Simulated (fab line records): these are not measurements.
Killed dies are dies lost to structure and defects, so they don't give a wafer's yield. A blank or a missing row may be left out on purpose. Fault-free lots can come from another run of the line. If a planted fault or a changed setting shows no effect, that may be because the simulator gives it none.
Chamber matching + flow nandHarc + NHARC_HYBRID_BOND_ACTIVATE_00 on rieDiel-11: 4 sister chambers
The step chemistry N2, time 60 s. 4 wafers are shown with their chamber, then 8 later ones without.

## WAFERS, EACH WITH ITS CHAMBER
| wafer  | chamber | rfVppV (V) |
|--------|---------|------------|
| L400.3 | 0       | 63.4       |
| L397.2 | 1       | 64.0       |
| L397.6 | 2       | 64.0       |
| L403.1 | 3       | 64.6       |

## WAFERS MISSING THEIR CHAMBER
| wafer  | rfVppV (V) |
|--------|------------|
| L403.3 | 63.5       |
| L403.5 | 64.6       |
| L407.1 | 63.0       |
| L407.5 | 63.6       |
| L407.6 | 64.0       |
| L408.1 | 64.2       |
| L408.2 | 61.9       |
| L408.3 | 64.2       |

## EACH ONE'S CHAMBER
| wafer  | from the rows above               | in truth |
|--------|-----------------------------------|----------|
| L403.3 | can't be placed: 0 or 1 or 2 or 3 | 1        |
| L403.5 | can't be placed: 3 or 1 or 2      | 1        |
| L407.1 | can't be placed: 0 or 1 or 2      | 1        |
| L407.5 | can't be placed: 0 or 1 or 2 or 3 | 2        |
| L407.6 | can't be placed: 1 or 2 or 3 or 0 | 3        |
| L408.1 | can't be placed: 1 or 2 or 3 or 0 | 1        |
| L408.2 | can't be placed: 0 or 1 or 2      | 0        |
| L408.3 | can't be placed: 1 or 2 or 3 or 0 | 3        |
0 of 8 placed correctly. Unplaceable from these rows: 8, with the true chamber sitting among the candidates in 8. Placed wrongly: 0.
How it was worked out, from the rows above alone: a wafer's distance from a chamber is the root of the sum, over the readings, of the square of ((its reading less the chamber's mean) divided by the reading's scatter). The wafer belongs to the nearest chamber; if the next one is less than 2 further off, it can't be placed. For every chamber, the mean is computed from those of its wafers that are shown. The scatter: root of mean squared gap, hidden wafer to nearest shown wafer, with one shown wafer a chamber.
